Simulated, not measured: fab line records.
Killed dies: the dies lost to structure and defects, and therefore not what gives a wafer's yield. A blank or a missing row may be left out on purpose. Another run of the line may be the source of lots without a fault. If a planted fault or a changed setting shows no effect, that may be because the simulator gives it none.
Struck lot and sound lot, side by side	flow nand-harc	14 out of 1159 route steps
Sound: these wafers, L340.1, L340.3, L340.5. Struck: wafer L331.6. (L331.5 of the same lot was not struck and is left out.) The cause comes at the end.
Order at every step that has rows: each side's tool, ch and its chambers, its first start. Under that, the readings that differ: sound wafers	struck wafers	difference of the means	sigmas: that difference in standard deviations of wafers without a fault.
alike: a reading whose means differ by less than 2 such deviations, as well as words and numbers matching on both sides. not compared: withheld readings; readings where some wafer has no value; bounds like >300 that might hide an equal value; numbers whose values overlap and for which the record gives no deviation.
Wherever a step has rows on one side only, a row that says differs or no value, or a row with sigmas, the two part there. When numbers do not overlap yet have no deviation, they are printed without sigmas and do not part them. A reading that every wafer of one side lacks parts them only if that side has two wafers or more.

NHARC_A_SOURCE_PLATE_THK_MEAS_09: measures by ellipsometry.
  sound on film-metro-01 at day 11 03:58; struck on film-metro-01 at day 9 01:01
  alike: thk-nm
then, 3 steps without rows for these wafers: NHARC_A_SOURCE_PLATE_PVD_04 (deposits WSi2, target thk 50 nm); NHARC_A_SOURCE_PLATE_CVD_03 (deposits poly-Si, target thk 200 nm, time 4000 s); NHARC_A_SOURCE_PLATE_ANNEAL_05 (time 1800 s).
NHARC_A_SOURCE_PLATE_THK_MEAS_06: measures by ellipsometry.
  sound on film-metro-02 at day 11 17:04; struck on film-metro-01 at day 9 13:59
  alike: thk-nm
NHARC_A_SOURCE_PLATE_INSPECT_08:
  sound on defect-inspect-02 at day 11 17:10; struck on defect-inspect-02 at day 9 14:03
  alike: raw-defect-count
then, no rows for these wafers at 1 step: NHARC_A_ONON_D1_DEP_00 (target thk 1000 nm).
NHARC_A_ONON_D1_THK_MEAS_02: measures by ellipsometry.
  sound on film-metro-02 at day 11 17:44; struck on film-metro-01 at day 9 14:38
  alike: thk-nm
then, no rows for these wafers at 1 step: NHARC_A_ONON_D1_DEP_03 (target thk 1000 nm).
NHARC_A_ONON_D1_THK_MEAS_05: measures by ellipsometry.
  sound on film-metro-02 at day 11 18:44; struck on film-metro-01 at day 9 15:11
  alike: thk-nm
NHARC_A_ONON_D1_DEP_06: target thk 1000 nm.
  sound on pecvd-onon-01 ch 0, day 11 18:57; struck on pecvd-onon-02 ch 0, day 9 15:29
  alike: susceptor-temp-C
NHARC_A_ONON_D1_THK_MEAS_08: measures by ellipsometry.
  sound on film-metro-01 at day 11 19:28; struck on film-metro-01 at day 9 15:46
reading	sound	struck	difference	sigmas
thk-nm (nm)	1010 1015 1011	586	-426	-50
then, no rows for these wafers at 1 step: NHARC_A_ONON_D1_DEP_09 (target thk 1000 nm).
-- the record jumps here: 12 days lie between the struck wafers' starts before and after (it left off in module A_ONON_D1 and takes up again in module END, whose first step shown is number 1159 of the route) --
NHARC_END_SORT_01:
  the record has rows for the struck wafers here (prober-01 ch 0, day 22 02:05) and none for the sound ones

WHERE THEY PART
Earliest at NHARC_A_ONON_D1_THK_MEAS_08; latest, in this record, at NHARC_END_SORT_01.

WHY: the cause the simulator had injected
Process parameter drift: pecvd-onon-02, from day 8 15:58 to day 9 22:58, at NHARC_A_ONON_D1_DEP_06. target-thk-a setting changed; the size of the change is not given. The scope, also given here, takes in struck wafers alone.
